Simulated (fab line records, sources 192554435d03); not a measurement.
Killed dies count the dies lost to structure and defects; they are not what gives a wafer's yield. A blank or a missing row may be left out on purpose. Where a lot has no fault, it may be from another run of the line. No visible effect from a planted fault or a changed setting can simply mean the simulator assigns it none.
fab line records	flow n5_finfet
record lots=9	wafers=22	last_day=17
route steps=1938 shown GATE_CUT@467 BEOL_M4@1111 PASSIVATION@1936
lots untouched by any fault: they come from a run of this same line in which no faults occurred
start_h: hours from the record's first day to the start of the lot's first wafer shown	wait_h: hours elapsed since this lot's preceding step	" repeats the value in the row above	L1.1+2: one row covering several wafers at once	- value missing, or start not given	* or withheld: withheld	< > ~ a bound
route shown NAME@n: names a module that has steps shown in the file, with the first one's number in the route	usual: mean and standard deviation over wafers with no fault	same: alike in all rows	chamber/n: place in a boat	sites: readings site by site	_std_site: standard deviation across them	_edge_site: inner sites' mean taken away from outer sites' mean	radius_mm: how far each site lies from the wafer's centre	mask NAME#n: copy n	behind: the last tool/chamber to shape the wafer	hold: the reason the lot was held/the length of the hold in hours/how it ended	device: names the non-switching transistor (n, p or np)	end of line: tests run on the same wafers once the route is complete	where a step has no rows: the recipe by itself	killed: count of dies lost to structure and defects at first sort (not the wafer's yield)	map: per-die view of a wafer (x killed, . not killed, _ where there is no die)
set.NAME: setting as actually run; set.NAME@STEP: the setting as run at that earlier step	model.NAME: the simulator's own value behind a step, which no gauge read
route steps across a sampled set of lots; one table per step, one row per wafer
services: a tool's chamber out of use, with start hour (start_h, from the record's first day; less than 0 if before it), hours out, and reason
## steps
# step N5_GATE_CUT_ETCHBACK_30
# recipe chemistry=Cl2/Ar	target=TiN	target_depth_a=30	mode=isotropic	pressure_mtorr=10	icp_w=600	bias_w=60	Cl2_flow_sccm=40	Ar_flow_sccm=60
# usual drypump_motor_current_A=5.6/0.58	oes_product_au=0.78/0.13	rf_fwd_power_W=586.0/2.2	throttle_valve_pct=20.8/0.37
lot.wafer	tool	chamber	start_h	wait_h	drypump_motor_current_A	oes_product_au	rf_fwd_power_W	rf_hours_counter_h	throttle_valve_pct
L551.4	rie_metal-02	1	87.26	0.1	5.0	0.67	586.3	-	20.6
L551.6	"	1	"	"	5.0	0.67	588.0	-	20.6
L557.2	rie_metal-01	1	129.50	0.1	6.6	0.96	584.1	4	20.6
L557.5	"	0	"	"	5.0	0.64	581.6	-	21.4
L557.6	"	1	"	"	6.6	0.96	584.3	-	20.6
L559.1	rie_metal-01	0	142.41	0.1	5.0	0.65	585.3	95	21.3
L559.2	"	1	"	"	6.6	0.93	586.9	6	20.6
L561.1	rie_metal-01	1	165.78	0.1	6.6	0.92	585.2	8	20.6
L561.3	"	1	"	"	6.6	0.92	587.3	-	20.6
L561.4	"	0	"	"	5.0	0.64	584.4	-	21.3
L562.2	rie_metal-03	0	169.19	0.1	5.9	0.86	587.4	20	20.2
L562.4	"	1	"	"	5.4	0.96	590.3	-	21.0
L562.6	"	0	"	"	5.9	0.87	589.1	-	20.2
L569.3	rie_metal-01	1	193.90	0.0	6.6	0.91	584.8	-	20.6
L569.4	"	0	"	"	5.1	0.64	584.1	-	21.4
L570.2	rie_metal-01	1	203.79	0.1	6.6	0.90	587.2	12	20.6
L570.3	"	0	"	"	5.0	0.64	587.3	-	21.4
L570.5	"	1	"	"	6.6	0.90	588.9	-	20.7
L571.5	rie_metal-02	0	205.21	0.0	5.5	0.77	583.1	-	20.9
L571.6	"	1	"	"	5.0	0.65	585.0	-	20.6
L573.2	rie_metal-02	1	222.95	0.1	5.0	0.64	587.3	-	20.7
L573.5	"	1	"	"	5.0	0.65	584.4	-	20.6
# step N5_GATE_CUT_ETCH_58
# recipe chemistry=CH3F/O2	target=SiNx	target_depth_a=170	time_s=128.6	ion_energy_ev=50	pressure_mtorr=30	source_w=415	bias_w=21	Ar_flow_sccm=150	CH3F_flow_sccm=30	O2_flow_sccm=20
# usual drypump_motor_current_A=5.5/0.36	oes_product_au=0.77/0.08	rf_fwd_power_W=413.1/1.3	rf_vpp_V=99.3/0.91	showerhead_plenum_p_Torr=2.02/0.054	throttle_valve_pct=16.45/0.28
# same time_s=128.6
lot.wafer	tool	chamber	start_h	wait_h	drypump_motor_current_A	oes_product_au	rf_fwd_power_W	rf_hours_counter_h	rf_vpp_V	showerhead_plenum_p_Torr	throttle_valve_pct
L551.4	rie_diel-01	0	87.35	0.0	5.3	0.93	414.5	9	99.1	2.05	16.43
L551.6	"	2	"	"	5.8	0.73	411.2	-	99.4	2.01	16.81
L557.2	rie_diel-02	0	129.68	0.1	5.8	0.91	411.5	23	99.4	2.04	16.16
L557.5	"	0	"	"	5.8	0.92	411.2	-	100.3	2.04	16.15
L557.6	"	3	"	"	5.8	0.72	412.6	-	99.4	1.97	16.57
L559.1	rie_diel-02	1	142.50	0.0	5.9	0.72	411.2	200	99.1	2.01	16.33
L559.2	"	3	"	"	5.7	0.71	412.4	218	99.7	1.97	16.57
L561.1	rie_diel-01	0	165.86	0.0	5.3	0.88	413.4	31	99.3	2.04	16.47
L561.3	"	2	"	"	5.9	0.73	415.3	207	98.8	2.00	16.83
L561.4	"	1	"	"	5.5	0.74	414.9	155	99.3	2.07	16.36
L562.2	rie_diel-02	3	169.27	0.0	5.7	0.70	412.0	226	99.2	1.96	16.61
L562.4	"	1	"	"	5.9	0.71	413.2	209	99.7	2.01	16.34
L562.6	"	1	"	"	5.9	0.71	412.5	-	99.3	2.01	16.33
L569.3	rie_diel-02	2	193.97	0.0	5.7	0.70	411.3	250	100.1	2.03	16.29
L569.4	"	3	"	"	5.7	0.70	413.5	234	100.3	1.96	16.63
L570.2	rie_diel-06	0	203.89	0.1	5.3	0.76	412.8	164	100.9	2.09	16.29
L570.3	"	2	"	"	5.0	0.87	413.7	67	99.2	2.02	16.18
L570.5	"	3	"	"	4.9	0.70	411.7	-	100.0	1.92	17.03
L571.5	rie_diel-06	0	205.33	0.1	5.3	0.75	413.7	-	100.3	2.09	16.29
L571.6	"	3	"	"	4.9	0.70	413.7	-	97.3	1.92	17.01
L573.2	rie_diel-06	3	223.08	0.1	4.9	0.70	413.6	232	98.3	1.92	17.02
L573.5	"	2	"	"	5.0	0.86	413.1	-	100.5	2.02	16.19
# step N5_GATE_CUT_HM_DEP_46
# recipe material=SiO2	target_thk_a=1300	temp_c=400	precursor=TEOS/O2	pressure_torr=6.5	rf_w=900	teos_flow_sccm=161.4	gas=O2	flow_sccm=2650	time_s=26.6
# usual heater_power_w=543/100	rf_fwd_power_W=891/4	showerhead_plenum_p_Torr=8.34/0.03	throttle_valve_pct=18.9/0.95
lot.wafer	tool	chamber	start_h	wait_h	heater_power_w	rf_fwd_power_W	showerhead_plenum_p_Torr	throttle_valve_pct
L551.4	pecvd-03	2	91.26	0.1	503	895	8.33	17.0
L551.6	"	1	"	"	402	888	8.34	18.8
L557.2	pecvd-02	2	132.66	0.0	684	884	8.32	18.1
L557.5	"	0	"	"	682	895	8.38	19.7
L557.6	"	1	"	"	541	894	8.34	19.4
L559.1	pecvd-02	1	145.41	0.0	531	893	8.37	19.5
L559.2	"	0	"	"	752	893	8.38	19.8
L561.1	pecvd-02	0	168.78	0.0	710	889	8.34	19.9
L561.3	"	2	"	"	548	-	8.30	18.4
L561.4	"	0	"	"	745	892	8.36	19.8
L562.2	pecvd-02	1	172.29	0.0	545	-	8.34	19.7
L562.4	"	0	"	"	697	896	8.39	19.7
L562.6	"	1	"	"	529	-	8.35	19.5
L569.3	pecvd-04	2	197.62	0.0	661	887	8.46	20.3
L569.4	"	1	"	"	603	884	8.36	19.1
L570.2	pecvd-04	1	208.31	0.0	638	884	8.36	19.1
L570.3	"	0	"	"	611	895	8.35	19.7
L570.5	"	0	"	"	627	895	8.32	19.6
L571.5	pecvd-03	0	209.67	0.1	441	894	8.34	18.1
L571.6	"	1	"	"	390	892	8.32	19.2
L573.2	pecvd-03	2	226.03	0.0	414	894	8.33	17.1
L573.5	"	0	"	"	447	887	8.35	18.0
# step N5_GATE_CUT_HM_OPEN_40
# recipe chemistry=C4F6/O2	target=SiO2	mask_material=SiARC	target_depth_a=1390	time_s=85.1	ion_energy_ev=250	pressure_mtorr=30	source_w=345	bias_w=185	Ar_flow_sccm=300	C4F6_flow_sccm=10	O2_flow_sccm=10	ends=cleared
# usual drypump_motor_current_A=5.5/0.36	etch_rf_on_time_s=93.4/2.7	oes_product_au=0.69/0.07	rf_fwd_power_W=341.9/1.3	rf_vpp_V=665/15	showerhead_plenum_p_Torr=2.86/0.068	throttle_valve_pct=21.1/0.3
lot.wafer	tool	chamber	start_h	wait_h	drypump_motor_current_A	etch_rf_on_time_s	oes_product_au	rf_fwd_power_W	rf_hours_counter_h	rf_vpp_V	showerhead_plenum_p_Torr	throttle_valve_pct
L551.4	rie_diel-06	0	91.86	0.0	5.3	88.0	0.71	339.8	132	679	2.98	20.9
L551.6	"	3	"	"	4.9	93.5	0.64	342.2	-	649	2.76	21.7
L557.2	rie_diel-06	0	133.42	0.0	5.3	89.8	0.69	341.9	145	681	2.98	20.9
L557.5	"	2	"	"	5.0	92.1	0.80	341.5	-	656	2.88	20.7
L557.6	"	1	"	"	6.0	93.8	0.64	340.7	-	665	2.94	21.2
L559.1	rie_diel-06	1	146.23	0.0	5.9	89.8	0.64	340.7	206	664	2.94	21.2
L559.2	"	0	"	"	5.3	88.6	0.68	340.5	149	678	2.98	20.9
L561.1	rie_diel-06	0	169.56	0.0	5.3	87.7	0.69	342.4	156	679	2.97	21.0
L561.3	"	2	"	"	5.0	67.6	0.79	340.2	57	658	2.87	20.8
L561.4	"	1	"	"	5.9	90.4	0.64	341.9	212	664	2.93	21.2
L562.2	rie_diel-02	0	172.91	0.0	5.8	71.3	0.80	342.4	38	676	2.89	20.8
L562.4	"	3	"	"	5.8	95.1	0.64	342.6	227	641	2.80	21.2
L562.6	"	0	"	"	5.8	71.6	0.79	344.2	-	676	2.89	20.8
L569.3	rie_diel-01	0	198.24	0.0	5.3	92.3	0.78	343.4	41	671	2.89	21.1
L569.4	"	3	"	"	5.2	97.1	0.63	343.5	230	668	2.77	21.0
L570.2	rie_diel-06	3	209.09	0.0	4.9	91.4	0.63	342.0	228	649	2.74	21.7
L570.3	"	0	"	"	5.4	90.8	0.68	342.5	166	680	2.97	20.9
L570.5	"	3	"	"	4.9	93.3	0.63	343.6	-	648	2.74	21.7
L571.5	rie_diel-06	1	210.31	0.0	6.0	93.3	0.63	343.6	-	664	2.93	21.2
L571.6	"	0	"	"	5.4	91.6	0.68	341.7	-	678	2.97	20.9
L573.2	rie_diel-06	2	226.65	0.0	5.0	89.4	0.77	343.0	73	657	2.87	20.8
L573.5	"	2	"	"	5.0	91.5	0.78	342.9	-	658	2.87	20.8
# step N5_GATE_CUT_VAPOR_ETCH_48
# recipe chemistry=BCl3/Cl2	target=TiN	mode=isotropic
# usual drypump_motor_current_A=5.6/0.55	oes_product_au=0.79/0.12
lot.wafer	tool	chamber	start_h	wait_h	drypump_motor_current_A	oes_product_au
L551.4	rie_metal-01	1	92.28	0.0	6.6	0.99
L551.6	"	0	"	"	5.0	0.67
L557.2	rie_metal-02	1	133.83	0.0	5.0	0.67
L557.5	"	1	"	"	5.0	0.67
L557.6	"	0	"	"	5.5	0.81
L559.1	rie_metal-01	0	146.64	0.0	5.1	0.66
L559.2	"	1	"	"	6.6	0.93
L561.1	rie_metal-02	1	169.97	0.0	5.0	0.67
L561.3	"	1	"	"	5.0	0.67
L561.4	"	0	"	"	5.5	0.81
L562.2	rie_metal-02	0	173.32	0.0	5.5	0.80
L562.4	"	0	"	"	5.5	0.80
L562.6	"	0	"	"	5.5	0.81
L569.3	rie_metal-03	0	198.66	0.0	5.9	0.85
L569.4	"	1	"	"	5.5	0.94
L570.2	rie_metal-03	0	209.50	0.0	5.9	0.84
L570.3	"	0	"	"	5.9	0.84
L570.5	"	0	"	"	5.9	0.84
L571.5	rie_metal-03	1	210.71	0.0	5.4	0.93
L571.6	"	0	"	"	5.9	0.84
L573.2	rie_metal-01	0	227.06	0.0	5.0	0.65
L573.5	"	0	"	"	5.1	0.65
# step N5_GATE_CUT_THK_MEAS_24
# recipe reads=SiO2_of_GATE_CUT_HM_DEP_46+SiO2_flowable_of_ILD0_FCVD_FILL_01
# usual GC_FILL_THK=220.2/2.5
lot.wafer	tool	chamber	start_h	wait_h	GC_FILL_THK[nm]
L551.4	film_metro-02	-	98.55	-	215.9
L551.6	"	-	"	"	220.9
L557.2	film_metro-02	-	135.87	-	216.5
L557.5	"	-	"	"	220.2
L557.6	"	-	"	"	219.6
L559.1	film_metro-02	-	148.69	-	216.9
L559.2	"	-	"	"	217.4
L561.1	film_metro-02	-	173.61	-	217.4
L561.3	"	-	"	"	184.9
L561.4	"	-	"	"	219.7
L562.2	film_metro-02	-	175.37	-	190.6
L562.4	"	-	"	"	219.1
L562.6	"	-	"	"	190.0
L569.3	film_metro-02	-	203.28	-	223.4
L569.4	"	-	"	"	225.0
L570.2	film_metro-01	-	211.55	-	221.6
L570.3	"	-	"	"	224.2
L570.5	"	-	"	"	223.4
L571.5	film_metro-02	-	212.74	-	221.9
L571.6	"	-	"	"	220.7
L573.2	film_metro-02	-	229.11	-	217.6
L573.5	"	-	"	"	220.4
# step N5_BEOL_M4_RC_MEAS_101
# usual DIBL_N=36.0/2	DIBL_P=35.9/2.5	IOFF_N=0.16/0.038	IOFF_P=0.21/0.04	ION_N=675/14	ION_P=462/9.4	SS_N=71.5/0.75	SS_P=73.2/0.74	VT_N=250/3.9	VT_P=-251/3.2
lot.wafer	tool	chamber	start_h	wait_h	DIBL_N[mV/V]	DIBL_P[mV/V]	IOFF_N[nA/um]	IOFF_P[nA/um]	ION_N[uA/um]	ION_P[uA/um]	SS_N[mV/dec]	SS_P[mV/dec]	VT_N[mV]	VT_P[mV]
L551.4	prober-01	0	164.16	0.5	35.2	35.1	0.17	0.22	691	472	70.9	73.1	244	-245
L551.6	"	0	"	"	36.8	35.2	0.21	0.22	694	466	71.7	73.5	242	-246
L557.2	prober-01	0	205.27	0.2	34.7	33.1	0.14	0.18	668	461	71.0	72.9	250	-253
L557.5	"	0	"	"	35.0	34.7	0.15	0.20	675	464	71.1	73.1	249	-250
L557.6	"	0	"	"	37.0	35.0	0.18	0.20	661	456	73.0	73.8	249	-250
L559.1	prober-01	0	216.26	0.0	35.4	34.6	0.14	0.15	656	445	71.9	72.7	252	-257
L559.2	"	0	"	"	37.5	39.3	0.18	0.25	675	459	71.5	73.4	247	-250
L561.1	prober-02	0	249.46	0.0	33.3	33.2	0.11	0.15	661	450	71.0	72.3	254	-255
L561.3	"	0	"	"	34.7	34.8	0.13	0.16	661	446	70.9	72.7	250	-254
L561.4	"	0	"	"	36.6	37.3	0.16	0.19	656	446	72.3	74.1	253	-255
L562.2	prober-01	0	249.63	0.2	33.6	33.9	0.11	0.16	669	461	71.3	72.5	254	-254
L562.4	"	0	"	"	37.2	37.7	0.18	0.20	682	460	71.8	73.6	248	-254
L562.6	"	0	"	"	37.0	37.6	0.18	0.21	693	463	71.1	73.7	244	-253
L569.3	prober-01	0	273.98	0.3	33.9	30.5	0.13	0.16	653	444	70.8	72.2	252	-256
L569.4	"	0	"	"	39.8	39.0	0.27	0.30	696	469	72.6	73.9	241	-244
L570.2	prober-01	0	276.71	0.2	36.8	37.8	0.16	0.21	685	465	71.4	73.6	250	-248
L570.3	"	0	"	"	31.9	32.6	0.09	0.15	660	463	70.5	71.4	258	-256
L570.5	"	0	"	"	35.9	36.6	0.15	0.20	676	468	71.2	72.9	251	-251
L571.5	prober-01	0	296.35	0.6	36.6	36.4	0.14	0.22	661	458	71.7	73.2	253	-250
L571.6	"	0	"	"	37.0	37.0	0.16	0.24	672	466	71.4	73.7	249	-249
L573.2	prober-01	0	311.46	0.2	38.3	37.2	0.19	0.21	689	465	72.3	74.2	249	-253
L573.5	"	0	"	"	39.1	37.9	0.21	0.22	679	454	73.5	73.3	246	-250
# step N5_PASSIVATION_PROBE_49
# usual defect_limited_yield=91.3/1.5	killed_at_M0_to_M3=33/12	killed_at_M4_up=15/5.2	killed_at_contacts=12/5.1	killed_at_front_end=39/11	killed_at_other=5/3.6	killed_dies=103/18	killed_open=67/13	killed_short=33/7.8	sort_bin_5_function=5.1/0.96	sort_bin_6_memory=3.2/0.71	sort_bin_8_speed=0.01/0.063	sort_n_pass=1077/18	sort_yield_pct=91.3/1.5
# same gross_dies=1180	killed_at_back_side=0	sort_bin_4_leakage[%]=0
lot.wafer	tool	chamber	start_h	wait_h	defect_limited_yield[%]	killed_at_M0_to_M3	killed_at_M4_up	killed_at_contacts	killed_at_front_end	killed_at_other	killed_dies	killed_open	killed_short	sort_bin_5_function[%]	sort_bin_6_memory[%]	sort_bin_8_speed[%]	sort_n_pass	sort_yield_pct[%]
L561.1	prober-02	-	348.45	0.0	91.9	33	15	15	31	2	96	57	39	5.0	2.7	0	1084	91.9
L561.3	prober-02	-	348.55	0.1	92.2	24	17	7	39	5	92	53	25	4.3	2.0	0	1088	92.2
L561.4	prober-02	-	348.60	0.2	91.9	34	6	28	22	5	95	56	38	4.5	3.2	0	1085	91.9
L562.6	prober-01	-	348.83	0.3	93.1	21	13	6	35	6	81	41	28	2.9	2.5	0	1099	93.1
L569.3	prober-01	-	379.27	0.1	91.0	30	19	14	40	3	106	78	28	5.7	3.1	0.68	1066	90.3
L569.4	prober-01	-	379.32	0.2	92.6	23	12	8	37	7	87	66	21	4.7	2.5	0	1093	92.6
L573.2	prober-02	-	415.98	0.1	92.0	26	13	17	31	7	94	63	30	4.3	3.4	0	1086	92.0
L573.5	prober-02	-	416.13	0.2	88.8	53	14	18	46	1	132	97	34	6.9	3.8	0	1048	88.8
# killed by level:class
L561.1 MOL_CONTACT_COAG:geometric_particle:open=10 FIN_SAQP:geometric_particle:short=9 BEOL_M1:geometric_particle:open=7 BEOL_M2:geometric_particle:open=7 STI_FIN_REVEAL:geometric_particle:open=6 MOL_CONTACT_COAG:geometric_particle:short=5 BEOL_M5:geometric_particle:open=5 FIN_SAQP:geometric_particle:open=4
L561.3 HKMG_FIN:area_etch=14 MOL_CONTACT_COAG:geometric_particle:open=7 STI_FIN_REVEAL:geometric_particle:open=5 BEOL_M3:geometric_particle:open=5 BEOL_M4:geometric_particle:open=5 FIN_SAQP:geometric_particle:short=4 BEOL_M0_SAQP:geometric_particle:short=4 BEOL_M0_SAQP:geometric_particle:open=4
L561.4 MOL_CONTACT_COAG:geometric_particle:open=17 MOL_CONTACT_COAG:geometric_particle:short=11 BEOL_M1:geometric_particle:open=8 GATE_CUT:geometric_particle:open=7 BEOL_M0_SAQP:geometric_particle:short=6 BEOL_M2:geometric_particle:open=5 BEOL_M3:geometric_particle:open=4 STARTING-WAFER:geometric_particle:short=4
L562.6 HKMG_FIN:area_etch=12 BEOL_M4:geometric_particle:open=7 BEOL_M0_SAQP:geometric_particle:short=6 BEOL_M2:geometric_particle:open=5 FIN_SAQP:geometric_particle:open=4 MOL_CONTACT_COAG:geometric_particle:open=4 BEOL_M0_SAQP:geometric_particle:open=4 STARTING-WAFER:geometric_particle:open=4
L569.3 BEOL_M2:geometric_particle:open=12 FIN_SAQP:geometric_particle:open=11 STI_FIN_REVEAL:geometric_particle:open=9 MOL_CONTACT_COAG:geometric_particle:open=9 BEOL_M4:geometric_particle:open=7 BEOL_M0_SAQP:geometric_particle:short=6 DUMMY_GATE:geometric_particle:open=5 MOL_CONTACT_COAG:geometric_particle:short=5
L569.4 STI_FIN_REVEAL:geometric_particle:open=10 MOL_CONTACT_COAG:geometric_particle:open=8 GATE_CUT:geometric_particle:open=7 BEOL_M0_SAQP:geometric_particle:short=6 FIN_SAQP:geometric_particle:open=5 BEOL_M1:geometric_particle:open=5 BEOL_M2:geometric_particle:open=5 BEOL_M0_SAQP:geometric_particle:open=4
L573.2 MOL_CONTACT_COAG:geometric_particle:open=15 FIN_SAQP:geometric_particle:short=9 FIN_SAQP:geometric_particle:open=8 STARTING-WAFER:geometric_particle:short=5 BEOL_M0_SAQP:geometric_particle:open=5 BEOL_M3:geometric_particle:open=5 BEOL_M0_SAQP:geometric_particle:short=4 BEOL_M1:geometric_particle:open=4
L573.5 BEOL_M0_SAQP:geometric_particle:open=21 FIN_SAQP:geometric_particle:open=18 MOL_CONTACT_COAG:geometric_particle:open=16 BEOL_M3:geometric_particle:open=12 BEOL_M0_SAQP:geometric_particle:short=8 FIN_SAQP:geometric_particle:short=6 STI_FIN_REVEAL:geometric_particle:open=6 DUMMY_GATE:geometric_particle:open=4
## services
tool	chamber	start_h	hours	kind
pecvd-03	1	73.28	2.1	scheduled_down
pecvd-03	-	76.86	1.5	repair
pecvd-03	0	82.14	2.1	scheduled_down
rie_diel-01	-	94.56	2.8	pm
pecvd-04	2	108.50	5.5	scheduled_down
rie_diel-01	0	114.37	7.6	repair
rie_diel-06	1	127.09	2.5	repair
rie_diel-06	2	139.56	7.7	repair
rie_diel-01	3	142.69	2.2	repair
rie_metal-03	1	142.90	-	clean
rie_metal-03	1	142.90	12.3	scheduled_down
rie_metal-03	1	142.90	12.3	vent_cycle
rie_metal-02	0	144.98	2.3	repair
pecvd-04	2	146.14	10.2	scheduled_down
rie_metal-02	-	158.34	0.6	repair
rie_diel-02	1	178.83	7.1	repair
rie_metal-01	-	179.59	0.4	repair
rie_diel-02	2	196.07	-	clean
rie_diel-02	2	196.07	-	consumable_replace:focus_ring
pecvd-02	-	199.08	14.6	pm
pecvd-04	2	202.38	-	clean
pecvd-04	2	202.38	-	consumable_replace:showerhead
rie_metal-02	0	218.57	12.5	repair
rie_diel-01	2	220.13	3.2	repair
## key
first_sign step=N5_GATE_CUT_HM_OPEN_40	reading=etch_rf_on_time_s	direction=down	sigmas=8.6	usual=*	struck=*
effect step=N5_GATE_CUT_THK_MEAS_24	reading=GC_FILL_THK	direction=down	sigmas=13	usual=220.2	struck=188.5
met_at N5_GATE_CUT_HM_DEP_46
struck_lots L561,L562
struck_wafers L561.3,L562.2,L562.6
baseline_loss step=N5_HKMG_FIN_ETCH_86	wafers=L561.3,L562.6
not_acting_at N5_GATE_CUT_ETCHBACK_30,N5_GATE_CUT_ETCH_58,N5_GATE_CUT_VAPOR_ETCH_48
onset_between 145.41 168.78
fault kind=process_parameter_drift	tool=pecvd-02	chamber=-	onset_h=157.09	steps=N5_GATE_CUT_HM_DEP_46	channel=time_s	offset=*	shape=step	end_h=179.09	scope=struck_wafers_only	acts_in=*	stated=*
# baseline_loss: these wafers lose ten dies or more at that step, a loss of the line's own and not of a fault; the sort's usual values leave them out
